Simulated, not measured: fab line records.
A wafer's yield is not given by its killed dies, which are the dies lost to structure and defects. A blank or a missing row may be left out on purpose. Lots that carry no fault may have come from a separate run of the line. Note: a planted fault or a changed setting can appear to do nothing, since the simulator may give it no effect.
Matching of chambers    flow n5 finfet    rie diel-04 running N5_DUMMY_GATE_STRIP_48: 4 sister chambers
The step strips in N2/H2, time 20 s. 8 wafers are shown with their chamber, then 8 later ones without.

WAFERS, EACH WITH ITS CHAMBER
wafer   chamber  showerhead plenum p Torr (Torr)  drypump motor current A (A)
L078.5  3        3.61                             5.4
L080.4  0        3.32                             6.3
L080.5  3        3.61                             5.4
L080.6  2        3.26                             5.0
L085.3  0        3.32                             6.3
L085.5  2        3.25                             5.0
L085.6  1        3.32                             5.0
L086.2  1        3.32                             5.1

WAFERS WITHOUT THEIR CHAMBER
wafer   showerhead plenum p Torr (Torr)  drypump motor current A (A)
L086.3  3.32                             6.3
L086.6  3.32                             6.3
L087.1  3.32                             5.0
L087.2  3.60                             5.4
L087.5  3.60                             5.4
L096.3  3.59                             5.4
L096.4  3.24                             5.0
L096.5  3.31                             5.0

CHAMBER TAKEN BY EACH
wafer   from the rows above  in truth
L086.3  0                    0
L086.6  0                    0
L087.1  1                    1
L087.2  3                    3
L087.5  3                    3
L096.3  3                    3
L096.4  2                    2
L096.5  1                    1
Placed correctly: 8 of 8. Left unplaced by these rows: 0. Number placed wrongly: 0.
How it was worked out, from the rows above alone: a wafer's distance from a chamber is the root of the sum, over the readings, of the square of ((its reading less the chamber's mean) divided by the reading's scatter). The wafer belongs to the nearest chamber; if the next one is less than 2 further off, it can't be placed. The mean given for a chamber averages the wafers shown for that chamber. The scatter: take each reading less its chamber's mean, square it, sum over the shown wafers, divide by the number of wafers less the number of chambers, and take the root.
